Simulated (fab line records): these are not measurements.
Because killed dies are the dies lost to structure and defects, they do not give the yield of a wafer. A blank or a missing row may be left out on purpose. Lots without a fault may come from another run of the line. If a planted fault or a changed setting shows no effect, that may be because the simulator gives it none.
Which tool did it? | flow n5-finfet | 30 wafers from 10 lots sampled at 5 of the route's 1938 steps

WHAT EACH GAUGE READ, for each wafer
N5_WELL_APT_INSPECT_10: inspects for defects (macro). Usual: 1.8 for raw-defect-count, sd 1.4.
lot  | measured    | on                | raw-defect-count | flag
L772 | day 2 08:07 | defect-inspect-02 | 1 2 3            |
L777 | day 3 13:37 | defect-inspect-02 | 3 2 2            |
L779 | day 4 01:37 | defect-inspect-02 | 1 0 4            |
L780 | day 4 07:44 | defect-inspect-02 | 3 0 1            |
L781 | day 4 13:52 | defect-inspect-01 | 2 3 0            |
L783 | day 5 01:46 | defect-inspect-02 | 1 1 2            |
L784 | day 5 08:07 | defect-inspect-01 | 3 0 2            |
L788 | day 6 07:44 | defect-inspect-01 | 2 6 2            |
L789 | day 6 13:44 | defect-inspect-02 | 5 0 1            |
L792 | day 7 07:46 | defect-inspect-02 | 3 2 2            |

N5_BEOL_M4_RC_MEAS_101. Usual: DIBL_N 36.3 mV/V, standard deviation 1.7; DIBL_P 36.3 mV/V, standard deviation 2.2; IOFF_N 0.16 nA/um, standard deviation 0.034; IOFF_P 0.21 nA/um, standard deviation 0.038; ION_N 673 uA/um, standard deviation 13; ION_P 461 uA/um, standard deviation 8.3; SS_N 71.5 mV/dec, standard deviation 0.55; SS_P 73.3 mV/dec, standard deviation 0.67; VT_N 250 mV, standard deviation 3.4; VT_P -251 mV, standard deviation 3.5.
lot  | measured     | on        | DIBL_N (mV/V)  | DIBL_P (mV/V)  | IOFF_N (nA/um) | IOFF_P (nA/um) | ION_N (uA/um) | ION_P (uA/um) | SS_N (mV/dec)  | SS_P (mV/dec)  | VT_N (mV)   | VT_P (mV)      | flag
L772 | day 8 19:18  | prober-02 | 33.0 35.9 35.8 | 31.4 35.7 35.9 | 0.10 0.15 0.14 | 0.14 0.19 0.20 | 658 667 672   | 456 461 464   | 71.1 71.4 71.2 | 71.6 73.1 73.4 | 256 253 252 | -255 -254 -253 |
L777 | day 9 18:35  | prober-01 | 37.0 37.0 36.8 | 39.3 39.2 38.2 | 0.16 0.16 0.15 | 0.25 0.23 0.23 | 656 679 663   | 464 465 462   | 71.9 72.1 71.5 | 73.5 73.6 74.0 | 251 251 250 | -247 -251 -246 |
L779 | day 10 00:35 | prober-02 | 36.4 36.1 36.8 | 38.1 37.2 39.0 | 0.17 0.16 0.17 | 0.24 0.21 0.26 | 674 667 670   | 467 455 467   | 72.1 71.4 72.0 | 74.4 74.4 74.6 | 252 251 252 | -249 -252 -248 |
L780 | day 10 21:47 | prober-02 | 35.7 37.9 36.9 | 35.9 37.6 37.3 | 0.16 0.19 0.18 | 0.18 0.21 0.20 | 676 662 679   | 459 452 452   | 71.1 72.6 71.7 | 72.8 73.9 73.5 | 248 249 247 | -253 -251 -253 |
L781 | day 11 02:34 | prober-02 | 39.9 36.0 35.6 | 40.9 37.5 36.3 | 0.24 0.17 0.16 | 0.29 0.23 0.21 | 703 685 681   | 474 474 461   | 72.0 71.5 71.8 | 73.6 73.0 72.6 | 242 248 247 | -246 -247 -250 |
L783 | day 11 09:02 | prober-02 | 39.4 35.9 33.9 | 38.7 34.5 32.6 | 0.20 0.12 0.11 | 0.26 0.18 0.16 | 680 663 659   | 463 458 456   | 71.7 71.2 70.3 | 74.4 73.0 72.3 | 248 254 255 | -246 -251 -250 |
L784 | day 12 02:27 | prober-01 | 38.7 38.9 36.7 | 38.5 40.0 36.8 | 0.21 0.22 0.17 | 0.23 0.26 0.20 | 690 701 681   | 466 469 461   | 72.0 71.7 71.6 | 74.1 74.2 74.4 | 246 245 247 | -253 -249 -254 |
L788 | day 12 22:41 | prober-01 | 36.9 36.8 36.6 | 38.1 37.3 38.4 | 0.18 0.17 0.18 | 0.24 0.22 0.24 | 683 684 682   | 467 467 470   | 71.5 71.8 71.5 | 73.7 73.6 74.0 | 247 248 248 | -249 -248 -246 |
L789 | day 12 23:26 | prober-02 | 39.4 35.8 37.2 | 39.6 34.8 37.5 | 0.22 0.13 0.18 | 0.27 0.18 0.23 | 699 669 688   | 475 462 471   | 71.7 71.5 71.2 | 73.7 72.2 74.1 | 244 255 248 | -247 -251 -250 |
L792 | day 13 08:58 | prober-02 | 36.2 38.1 38.4 | 35.5 37.5 38.9 | 0.14 0.18 0.20 | 0.17 0.20 0.23 | 662 671 693   | 453 455 465   | 71.2 71.8 71.8 | 73.1 73.8 74.1 | 253 248 248 | -256 -251 -253 |

WHAT TOOL EACH LOT RAN ON (gives the tool, then ch and the chambers of the sampled wafers, and finally the start)
lot  | N5_ZERO_LAYER_PECVD_02         | N5_ZERO_LAYER_DESCUM_16           | N5_WELL_APT_COAT_19
L772 | pecvd-02 ch 0,1,2, day 2 06:17 | rie-diel-01 ch 0,1,2, day 2 06:49 | litho-track-01 ch 0, day 2 09:10
L777 | pecvd-03 ch 1,2, day 3 12:17   | rie-diel-01 ch 1,3, day 3 12:41   | litho-track-04 ch 0, day 3 14:25
L779 | pecvd-02 ch 0,1, day 4 00:17   | rie-diel-02 ch 1,2,3, day 4 00:41 | litho-track-01 ch 0, day 4 02:25
L780 | pecvd-01 ch 1,2, day 4 06:17   | rie-diel-06 ch 0,1, day 4 06:48   | litho-track-03 ch 0, day 4 09:13
L781 | pecvd-03 ch 0,1,2, day 4 12:17 | rie-diel-02 ch 0,2,3, day 4 12:49 | litho-track-03 ch 0, day 4 14:40
L783 | pecvd-01 ch 0,1,2, day 5 00:18 | rie-diel-01 ch 0,1,2, day 5 00:43 | litho-track-03 ch 0, day 5 03:01
L784 | pecvd-02 ch 0,2, day 5 06:17   | rie-diel-02 ch 1,3, day 5 07:01   | litho-track-04 ch 0, day 5 09:08
L788 | pecvd-03 ch 0,2, day 6 06:17   | rie-diel-02 ch 2,3, day 6 06:48   | litho-track-03 ch 0, day 6 08:32
L789 | pecvd-02 ch 0,1,2, day 6 12:19 | rie-diel-02 ch 2,3, day 6 12:41   | litho-track-01 ch 0, day 6 14:47
L792 | pecvd-03 ch 0,2, day 7 06:17   | rie-diel-02 ch 1,2,3, day 7 06:49 | litho-track-01 ch 0, day 7 08:36
- N5_ZERO_LAYER_PECVD_02: deposits SiO2 from SiH4/N2O, target thk 10 nm, time 6 s.
- N5_ZERO_LAYER_DESCUM_16: chemistry O2, time 7.9 s.
- N5_WELL_APT_COAT_19: resist thk 950 nm.

AS READ BY THE TOOLS THEMSELVES (means over the sampled wafers that have a number; for cases with no such wafer, the mark the record gives instead)
N5_ZERO_LAYER_PECVD_02. Usual: chamber-pressure-Torr 0.7499 Torr, standard deviation 0.0015; heater-power-w 748 W, standard deviation 96; showerhead-plenum-p-Torr 8.14 Torr, standard deviation 0.15.
lot  | tool     | chamber-pressure-Torr (Torr) | heater-power-w (W) | showerhead-plenum-p-Torr (Torr) | flag
L772 | pecvd-02 | 0.7505                       | 729                | 8.16                            |
L777 | pecvd-03 | 0.7504                       | 841                | 8.08                            |
L779 | pecvd-02 | 0.7504                       | 778                | 8.16                            |
L780 | pecvd-01 | 0.7507                       | 641                | 7.93                            |
L781 | pecvd-03 | 0.7499                       | 833                | 8.19                            |
L783 | pecvd-01 | 0.7486                       | 706                | 8.09                            |
L784 | pecvd-02 | 0.7485                       | 618                | 8.14                            |
L788 | pecvd-03 | 0.7499                       | 840                | 8.24                            |
L789 | pecvd-02 | 0.7501                       | 715                | 8.15                            |
L792 | pecvd-03 | 0.7517                       | 866                | 8.30                            |

N5_ZERO_LAYER_DESCUM_16. Usual: chamber-pressure-mTorr 20.002 mTorr, standard deviation 0.019; drypump-motor-current-A 5.8 A, standard deviation 0.33; oes-product-au 0.77 a.u., standard deviation 0.078; rf-vpp-V 243.3 V, standard deviation 1.4; showerhead-plenum-p-Torr 2.11 Torr, standard deviation 0.078; throttle-valve-pct 20.47 %, standard deviation 0.24.
lot  | tool        | chamber-pressure-mTorr (mTorr) | drypump-motor-current-A (A) | oes-product-au (a.u.) | rf-vpp-V (V) | showerhead-plenum-p-Torr (Torr) | throttle-valve-pct (%) | flag
L772 | rie-diel-01 | 19.995                         | 5.5                         | 0.72                  | 242.6        | 2.10                            | 20.62                  |
L777 | rie-diel-01 | 20.011                         | 6.0                         | 0.77                  | 243.2        | 2.12                            | 20.73                  |
L779 | rie-diel-02 | 20.013                         | 6.0                         | 0.75                  | 243.2        | 2.09                            | 20.42                  |
L780 | rie-diel-06 | 20.012                         | 5.7                         | 0.77                  | 243.1        | 2.14                            | 20.52                  |
L781 | rie-diel-02 | 20.000                         | 5.7                         | 0.78                  | 242.2        | 2.07                            | 20.35                  |
L783 | rie-diel-01 | 20.011                         | 5.6                         | 0.81                  | 243.4        | 2.09                            | 20.52                  |
L784 | rie-diel-02 | 20.004                         | 5.8                         | 0.80                  | 243.2        | 2.12                            | 20.45                  |
L788 | rie-diel-02 | 19.979                         | 5.7                         | 0.74                  | 243.7        | 2.12                            | 20.50                  |
L789 | rie-diel-02 | 20.020                         | 5.7                         | 0.74                  | 242.8        | 2.12                            | 20.50                  |
L792 | rie-diel-02 | 19.995                         | 5.9                         | 0.82                  | 242.9        | 2.08                            | 20.32                  |

N5_WELL_APT_COAT_19. Usual: dispense-pressure-kPa 46.6 kPa, standard deviation 2.6; spin-speed-rpm 1357.0 rpm, standard deviation 0.98.
lot  | tool           | dispense-pressure-kPa (kPa) | spin-speed-rpm (rpm) | flag
L772 | litho-track-01 | 50.3                        | 1357.5               |
L777 | litho-track-04 | 43.9                        | 1357.9               |
L779 | litho-track-01 | 50.3                        | 1357.4               |
L780 | litho-track-03 | 47.5                        | 1356.2               |
L781 | litho-track-03 | 47.5                        | 1357.0               |
L783 | litho-track-03 | 47.5                        | 1519.1               | OFF
L784 | litho-track-04 | 43.9                        | 1356.0               |
L788 | litho-track-03 | 47.5                        | 1519.0               | OFF
L789 | litho-track-01 | 50.3                        | 1357.2               |
L792 | litho-track-01 | 50.2                        | 1355.3               |

THE ANSWER, worked out from the rows above alone
Rule: take the mean of a lot's wafers that have a number; if it is more than 3 standard deviations from the usual mean, the lot is off. Also off: a lot with no number at a reading for which 4 or more lots have one. The other lots that the step has rows for count as sound. First the gauges in route order, then the tools' own readings, where a lot's mean is used as printed above. The first step at which some lot is off is used, and at that step the reading that is off furthest; a lot without a number counts as furthest.
Off at N5_WELL_APT_COAT_19 (spin-speed-rpm): L783, L788.
If a tool, at that step or one of the process steps before it, ran each lot that is off and ran no sound lot following the first of them, it fits. One fits: litho-track-03 at N5_WELL_APT_COAT_19. Its last sound lot is L781 (day 4 14:40), its first lot that is off L783 (day 5 03:01): a fault that began between those two fits.
On the lots that are off, the tool's own readings at N5_WELL_APT_COAT_19 differ by more than 5 times the standard deviation of the sound lots' means, which bears it out; spin-speed-rpm reads 1519.0 rpm there versus 1356.8 rpm on the sound lots.

WHAT THE SIMULATOR HAD INSERTED
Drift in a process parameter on litho-track-03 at N5_WELL_APT_COAT_19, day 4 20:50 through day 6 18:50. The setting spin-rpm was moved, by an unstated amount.
Struck lots among those shown: L783, L788. The same result came from the rule above.
